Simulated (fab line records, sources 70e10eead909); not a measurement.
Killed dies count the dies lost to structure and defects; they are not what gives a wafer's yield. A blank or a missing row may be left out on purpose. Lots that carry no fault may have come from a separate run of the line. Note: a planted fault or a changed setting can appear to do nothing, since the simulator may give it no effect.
A lot that was struck, set against a sound lot | flow nand_harc | 13 out of 1302 route steps
Sound: wafers L732.2, L732.3, L732.6. Wafers L731.1, L731.4, L731.5 were the ones struck. Last of all comes the cause.
Per side, at each step with rows, come the tool, then ch with its chambers, and then its first start. Under that, the readings that differ: sound wafers | struck wafers | difference of the means | sigmas: that difference in standard deviations of wafers without a fault.
alike: words and numbers the same on both sides, and readings whose means are apart by under 2 such deviations; not compared: readings that were withheld, readings missing a value for some wafer, numbers with overlapping values and no deviation given by the record, and bounds like >300 which may hide the same value.
Wherever a step has rows on one side only, a row that says differs or no value, or a row with sigmas, the two part there. When numbers do not overlap yet have no deviation, they are printed without sigmas and do not part them. A reading missing from all wafers of one side parts the sides only when that side holds two or more wafers.

first, 1 step without rows for these wafers: NHARC_A_STAIRCASE_TRIM_191 (chemistry O2, time 211.2 s).
NHARC_A_STAIRCASE_ETCH_192: etches the open film in C4F8/O2, target depth 100 nm, time 40.5 s.
  sound: rie_diel-04 ch 0,3; struck: rie_diel-04 ch 0,1
  alike: bias_w, chamber_pressure_mTorr, oes_product_au, rf_vpp_V
  not compared: rf_hours_counter_h
then, 3 steps without rows for these wafers: NHARC_A_STAIRCASE_TRIM_193 (chemistry O2, time 211.2 s); NHARC_A_STAIRCASE_ETCH_194 (etches the open film in C4F8/O2, target depth 100 nm, time 40.5 s); NHARC_A_STAIRCASE_TRIM_196 (chemistry O2, time 211.2 s).
NHARC_A_STAIRCASE_ETCH_197: etches the open film in C4F8/O2, target depth 100 nm, time 40.5 s.
  sound: rie_diel-08 ch 1,2,3; struck: rie_diel-08 ch 0,2,3
  alike: bias_w, chamber_pressure_mTorr, oes_product_au, rf_vpp_V
  not compared: rf_hours_counter_h
NHARC_A_STAIRCASE_TRIM_198: chemistry O2, time 211.2 s.
  sound: rie_diel-08 ch 0,1,3; struck: rie_diel-08 ch 0,2,3
  alike: drypump_motor_current_A, oes_product_au, rf_vpp_V, showerhead_plenum_p_Torr, throttle_valve_pct
  not compared: rf_hours_counter_h
NHARC_A_STAIRCASE_ETCH_199: etches the open film in C4F8/O2, target depth 100 nm, time 40.5 s.
  sound: rie_diel-08 ch 1,2; struck: rie_diel-08 ch 0,1,3
  alike: bias_w, chamber_pressure_mTorr, oes_product_au, rf_vpp_V
  not compared: rf_hours_counter_h
then, 2 steps without rows for these wafers: NHARC_A_STAIRCASE_TRIM_200 (chemistry O2, time 211.2 s); NHARC_A_STAIRCASE_ETCH_201 (etches the open film in C4F8/O2, target depth 100 nm, time 40.5 s).
NHARC_A_STAIRCASE_TRIM_202: chemistry O2, time 211.2 s.
  sound: rie_diel-08 ch 0,1,2; struck: rie_diel-08 ch 0,3
  alike: drypump_motor_current_A, oes_product_au, rf_vpp_V, showerhead_plenum_p_Torr, throttle_valve_pct
  not compared: rf_hours_counter_h
NHARC_A_STAIRCASE_ETCH_203: etches the open film in C4F8/O2, target depth 100 nm, time 40.5 s.
  sound on rie_diel-08 ch 0,2,3, day 24 11:53; struck on rie_diel-08 ch 0,2, day 24 05:19
  no value came back on the struck wafers for bias_w (W), chamber_pressure_mTorr (mTorr), oes_product_au (a.u.), rf_vpp_V (V); on the sound wafers bias_w (W) reads 994 998 1001
  not compared: rf_hours_counter_h
-- break in the record here, with 9 days between the starts of the struck wafers on either side (left off in module A_STAIRCASE, picked up again in module END, where the first step shown is number 1302 on the route) --
NHARC_END_SORT_01:
  only the struck wafers appear in the record here, on prober-01 ch 0 at day 32 18:58; the sound ones have no rows

WHERE THEY PART
At NHARC_A_STAIRCASE_ETCH_203 first; at NHARC_END_SORT_01 last (within this record only).

WHY: what the simulator had put in
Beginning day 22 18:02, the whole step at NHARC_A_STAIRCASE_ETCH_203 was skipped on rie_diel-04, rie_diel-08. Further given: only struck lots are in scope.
